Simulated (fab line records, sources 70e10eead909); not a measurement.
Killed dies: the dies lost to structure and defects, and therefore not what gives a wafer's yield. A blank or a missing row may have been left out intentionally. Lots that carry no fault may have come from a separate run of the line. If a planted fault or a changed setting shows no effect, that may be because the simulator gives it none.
One fault through the eyes of 3 desks + flow nand_harc + numbers are kept per desk, each desk with only its own; the story behind them comes last

## DESK OF THE TOOL OWNER: litho_track-06
The tool's own readings at NHARC_P_M1_PEB_07 (peb time 65 s): means of the sampled wafers that have a number, for each lot that ran on this tool. Marked OUT: a lot whose mean sits more than 4 standard deviations from the usual mean, which makes it out of limits; the brackets give that distance.
Columns: A = exhaust_pa at NHARC_P_M1_PEB_07, usual 45.0 Pa
| lot  | first seen here | A    |
|------|-----------------|------|
| L429 | day 6 06:01     | 44.9 |
| L428 | day 6 10:29     | 44.7 |
| L431 | day 6 23:40     | 44.8 |
| L447 | day 11 00:05    | 44.7 |
Result from this desk: across the 4 lots, nothing is out of limits.

## THE DEFECT DESK
For each lot, the counts of the inspections along the route, averaged over the sampled wafers that have a number. Marked OUT: a lot whose mean sits more than 4 standard deviations from the usual mean, which makes it out of limits; the brackets give that distance.
Columns: A = raw_defect_count at NHARC_P_M0_INSPECT_11, usual 3.8
| lot  | first seen here | A   |
|------|-----------------|-----|
| L429 | day 6 02:02     | 4.3 |
| L428 | day 6 06:37     | 4.3 |
| L431 | day 6 19:50     | 4.3 |
| L430 | day 6 21:58     | 2.0 |
| L434 | day 7 15:53     | 3.0 |
| L437 | day 8 05:53     | 3.3 |
| L438 | day 8 13:24     | 4.0 |
| L440 | day 9 01:38     | 5.3 |
| L447 | day 10 20:12    | 5.7 |
| L448 | day 11 01:47    | 4.0 |
| L450 | day 11 06:06    | 4.0 |
| L449 | day 11 06:25    | 1.7 |
Result from this desk: across the 12 lots, nothing is out of limits.

## AT THE METROLOGY DESK
Lot by lot, what the gauges showed, no matter which tool ran the lot: averages of those sampled wafers that carry a number. Marked OUT: a lot whose mean sits more than 4 standard deviations from the usual mean, which makes it out of limits; the brackets give that distance.
Columns: A = thk_nm at NHARC_P_M0_THK_MEAS_24, usual 117.2 nm; B = cd_nm at NHARC_P_M1_CD_MEAS_09, usual 129.8 nm
| lot  | first seen here | A     | B                |
|------|-----------------|-------|------------------|
| L429 | day 6 04:25     | 117.9 | 130.3            |
| L428 | day 6 09:00     | 118.7 | 130.7            |
| L431 | day 6 22:13     | 118.2 | 130.4            |
| L430 | day 7 00:22     | 116.9 | 129.1            |
| L434 | day 7 18:18     | 116.8 | 129.1            |
| L437 | day 8 08:16     | 116.3 | 129.7            |
| L438 | day 8 15:49     | 117.0 | 129.3            |
| L440 | day 9 04:32     | 116.6 | 129.8            |
| L447 | day 10 22:37    | 117.0 | 134.0 (+5.8) OUT |
| L448 | day 11 04:13    | 116.1 | 129.1            |
| L450 | day 11 08:31    | 116.8 | 129.3            |
| L449 | day 11 08:55    | 116.3 | 129.3            |
This desk finds L447 out of limits, L447 being first, at day 11 00:10 (cd_nm at NHARC_P_M1_CD_MEAS_09). Within limits: L429, L428, L431, L430, L434, L437, L438, L440, L448, L450, L449.

## ALL TOGETHER
The metrology desk could have raised an alarm at day 11 00:10, on L447.
Nothing out of limits was seen by the tool owner's desk.
No out-of-limits result turned up at the defect desk.
The tool owner's desk has L447 on record, within its limits.
The defect desk has L447 on record, within its limits.
On litho_track-06, each named lot ran NHARC_P_M1_PEB_07.

## WHAT HAD BEEN PUT IN BY THE SIMULATOR
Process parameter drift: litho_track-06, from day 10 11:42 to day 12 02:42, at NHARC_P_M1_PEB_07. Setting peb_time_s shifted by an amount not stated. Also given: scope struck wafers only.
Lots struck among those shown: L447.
Per desk, hours elapsed from the start of the fault to the first reading out of limits: for the metrology desk, 12.
